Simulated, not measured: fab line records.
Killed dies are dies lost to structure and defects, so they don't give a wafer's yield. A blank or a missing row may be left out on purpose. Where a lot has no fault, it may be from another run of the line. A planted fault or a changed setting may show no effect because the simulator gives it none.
One fault seen from 3 desks / flow n5_finfet / each desk has only its own numbers; what lay behind them comes last

## THE DEFECT DESK
Lot by lot, what the route's inspections counted, given as the mean of those sampled wafers with a number. The brackets show how far a lot's mean lies from the usual mean; more than 4 standard deviations puts the lot out of limits, marked OUT.
Columns: A = raw_defect_count at N5_SD_EPI_P_INSPECT_26, usual 168; B = raw_defect_count at N5_SD_ACTIVATION_INSPECT_02, usual 170
lot=L857; first seen here=day 3 17:36; A=165; B=166
lot=L858; first seen here=day 3 21:17; A=171; B=167
lot=L866; first seen here=day 5 22:30; A=168; B=158
lot=L872; first seen here=day 7 14:48; A=140; B=131
lot=L874; first seen here=day 8 02:02; A=177; B=171
lot=L876; first seen here=day 8 11:01; A=167; B=170
This desk's finding: nothing out of limits on any of the 6 lots.

## FOR THE TOOL OWNER'S DESK: cmp-02
The tool's own readings at N5_ILD0_CMP_07 (polishes SiO2 flowable, stops on poly-Si, t overpolish 1.18 s, target thk 138.88 nm): means of the sampled wafers that have a number, for each lot that ran on this tool. The brackets show how far a lot's mean lies from the usual mean; more than 4 standard deviations puts the lot out of limits, marked OUT.
Columns: A = head_pressure_psi at N5_ILD0_CMP_07, usual 4.149 psi; B = motor_current_A at N5_ILD0_CMP_07, usual 12.6 A
lot=L857; first seen here=day 3 21:07; A=4.150; B=12.3
lot=L866; first seen here=day 6 02:03; A=2.844 (-99 or more) OUT; B=10.0
lot=L872; first seen here=day 7 18:22; A=2.839 (-99 or more) OUT; B=10.0
This desk's verdict: out of limits on L866, L872, starting with L866 at day 6 02:03 (head_pressure_psi at N5_ILD0_CMP_07). In limits: L857.

## FROM THE METROLOGY DESK
Lot by lot, what the gauges showed, no matter which tool ran the lot: averages of those sampled wafers that carry a number. The brackets show how far a lot's mean lies from the usual mean; more than 4 standard deviations puts the lot out of limits, marked OUT.
Columns: A = thk_nm at N5_ILD0_THK_MEAS_04, usual 196.9 nm; B = thk_nm at N5_ILD0_THK_MEAS_08, usual 138.5 nm
lot=L857; first seen here=day 3 21:05; A=196.7; B=138.7
lot=L858; first seen here=day 4 01:00; A=197.4; B=139.1
lot=L866; first seen here=day 6 02:01; A=197.2; B=139.2
lot=L872; first seen here=day 7 18:16; A=197.7; B=140.8
lot=L874; first seen here=day 8 05:35; A=196.2; B=137.7
lot=L876; first seen here=day 8 14:28; A=196.4; B=138.6
This desk's finding: nothing out of limits on any of the 6 lots.

## ALL TOGETHER
At day 6 02:03, on L866, L872, the tool owner's desk was in a position to raise an alarm.
Nothing the defect desk looked at was out of limits.
Metrology desk: nothing out of limits seen.
The defect desk has L866, L872 on record, within its limits.
The metrology desk has L866, L872 on record, within its limits.
N5_ILD0_CMP_07 was run on cmp-02 by each of the lots named.

## WHAT THE SIMULATOR HAD PUT IN
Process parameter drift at N5_ILD0_CMP_07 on cmp-02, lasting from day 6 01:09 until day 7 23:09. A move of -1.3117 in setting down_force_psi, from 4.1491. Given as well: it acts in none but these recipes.
Shown lots that were struck: L866, L872.
Each desk's first reading out of limits, in hours after the fault started: the tool owner's desk, 1.
